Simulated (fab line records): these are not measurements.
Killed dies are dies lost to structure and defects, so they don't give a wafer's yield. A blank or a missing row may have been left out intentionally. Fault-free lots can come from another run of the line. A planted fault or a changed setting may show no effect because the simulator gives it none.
A lot that was struck, set against a sound lot / flow n5-finfet / 18 steps out of a route of 1938
Sound: these wafers, L910.1, L910.2, L910.5. The struck wafers were L932.2, L932.4, L932.6. The cause comes at the end.
Per side, at each step with rows, come the tool, then ch with its chambers, and then its first start. Under that, the readings that differ: sound wafers / struck wafers / difference of the means / sigmas: that difference in standard deviations of wafers without a fault.
alike: a reading whose means differ by less than 2 such deviations, as well as words and numbers matching on both sides. not compared: withheld readings; readings where some wafer has no value; bounds like >300 that might hide an equal value; numbers whose values overlap and for which the record gives no deviation.
A row with sigmas, a row that says differs or no value, or rows on one side alone: a step with any of these is where the two part. When numbers do not overlap yet have no deviation, they are printed without sigmas and do not part them. A reading missing from all wafers of one side parts the sides only when that side holds two or more wafers.

N5_BEOL_M8_RS_MEAS_57: measurement is done with a four-point probe.
  sound on film-metro-01 at day 9 05:29; struck on film-metro-02 at day 15 02:58
  alike: M8_RS
N5_BEOL_M8_INSPECT_58: inspects for defects (darkfield).
  sound on defect-inspect-01 at day 9 05:31; struck on defect-inspect-01 at day 15 03:00
  alike: raw-defect-count
N5_BEOL_M9_ILD_DEP_00: deposits SiCOH lowk from DEMS/porogen, target thk 308.51 nm, time 58 s.
  sound on pecvd-04 ch 0,1,2, day 9 05:33; struck on pecvd-02 ch 1,2, day 15 03:02
  alike: heater-power-w, showerhead-plenum-p-Torr, throttle-valve-pct
N5_BEOL_M9_CURE_71: cures SiCOH lowk, time 240 s.
  sound on uv-cure-01 ch 0, day 9 05:51; struck on uv-cure-02 ch 2, day 15 03:11
  alike: lamp-power-pct, wafer_temp_C_max
N5_BEOL_M9_THK_MEAS_01:
  sound on film-metro-01 at day 9 06:22; struck on film-metro-02 at day 15 03:38
  alike: M9_ILD_THK
N5_BEOL_M9_PECVD_70: deposits SiO2 from TEOS/O2, target thk 20 nm, time 22.7 s.
  sound on pecvd-04 ch 0,1,2, day 9 06:24; struck on pecvd-03 ch 1,2, day 15 03:40
  alike: heater-power-w, showerhead-plenum-p-Torr, throttle-valve-pct
N5_BEOL_M9_HM_DEP_02: deposits TiN, target thk 20 nm.
  sound on pvd-sputter-01 at day 9 09:00; struck on pvd-sputter-03 at day 15 03:59
  alike: throttle-valve-pct
then, 5 steps without rows for these wafers: N5_BEOL_M9_COAT_59 (time 60 s, resist thk 100 nm); N5_BEOL_M9_COAT_60 (time 60 s, resist thk 30 nm); N5_BEOL_M9_COAT_05 (resist thk 90 nm); N5_BEOL_M9_EBR_07; N5_BEOL_M9_SOFTBAKE_06 (time 60 s).
N5_BEOL_M9_EXPOSE_08: exposes mask M9.
  sound on arfi-scanner-02 ch 0, day 9 09:22; struck on arfi-scanner-02 ch 0, day 15 04:22
reading=model.BEOL_M9.overlay-x-nm (nm); sound=-0.2 -0.2 -0.2; struck=12.8 12.8 12.8; difference=+13.0; sigmas=
  alike: mask
then, 2 steps without rows for these wafers: N5_BEOL_M9_PEB_09 (peb time 60 s); N5_BEOL_M9_DEVELOP_10 (develop time 30 s).
N5_BEOL_M9_CD_MEAS_11: target cd 64.1 nm.
  sound on cd-sem-02 ch 0, day 9 09:29; struck on cd-sem-01 ch 0, day 15 04:29
  alike: cd-nm
N5_BEOL_M9_OVL_MEAS_12:
  sound on overlay-01 ch 0, day 9 09:32; struck on overlay-01 ch 0, day 15 04:31
reading=M9_OVL (nm); sound=-0.7 0.1 -0.8; struck=13.0 13.2 12.3; difference=+13.3; sigmas=+17
N5_BEOL_M9_INSPECT_13: inspects for defects (brightfield).
  sound on defect-inspect-02 at day 9 09:33; struck on defect-inspect-02 at day 15 04:32
  alike: raw-defect-count

## WHERE THEY PART
N5_BEOL_M9_OVL_MEAS_12 only, going by this record. Later steps at which nothing parts them and some readings are alike: N5_BEOL_M9_INSPECT_13.

WHY: what had been put in by the simulator
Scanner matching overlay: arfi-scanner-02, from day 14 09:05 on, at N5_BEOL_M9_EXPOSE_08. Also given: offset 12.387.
